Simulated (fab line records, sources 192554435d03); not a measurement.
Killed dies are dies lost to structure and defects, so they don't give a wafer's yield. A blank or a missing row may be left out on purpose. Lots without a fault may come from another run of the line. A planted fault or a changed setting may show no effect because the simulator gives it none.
Chamber matching | flow n5_finfet | N5_BEOL_M0_SAQP_PECVD_97 on pecvd-01: 3 sister chambers
The step deposits SiNx from SiH4/NH3/N2, target thk 23 nm, time 19.9 s. 3 wafers are shown with their chamber, then 11 later ones without.

WAFERS WITH THEIR CHAMBER
wafer  | chamber | showerhead_plenum_p_Torr (Torr)
L085.4 | 0       | 5.15
L087.1 | 2       | 5.04
L089.2 | 1       | 5.30

WAFERS WITHOUT THEIR CHAMBER
wafer  | showerhead_plenum_p_Torr (Torr)
L089.3 | 5.03
L089.4 | 5.30
L090.1 | 5.31
L090.3 | 5.16
L090.4 | 5.16
L093.1 | 5.32
L093.4 | 5.30
L093.5 | 5.04
L097.2 | 5.04
L097.3 | 5.30
L097.5 | 5.29

WHICH CHAMBER EACH WENT THROUGH
wafer  | from the rows above | in truth
L089.3 | 2                   | 2
L089.4 | 1                   | 1
L090.1 | 1                   | 1
L090.3 | 0                   | 0
L090.4 | 0                   | 0
L093.1 | 1                   | 1
L093.4 | 1                   | 1
L093.5 | 2                   | 2
L097.2 | 2                   | 2
L097.3 | 1                   | 1
L097.5 | 1                   | 1
Placed correctly: 11 of 11. Can't be placed from these rows: 0. Placed wrongly: 0.
How it was worked out, from the rows above alone: a wafer's distance from a chamber is the root of the sum, over the readings, of the square of ((its reading less the chamber's mean) divided by the reading's scatter). The wafer belongs to the nearest chamber; if the next one is less than 2 further off, it can't be placed. A chamber's mean is the mean of its shown wafers. The scatter: with one shown wafer a chamber, the root of the mean of the squares of how far each hidden wafer lies from its nearest shown one.
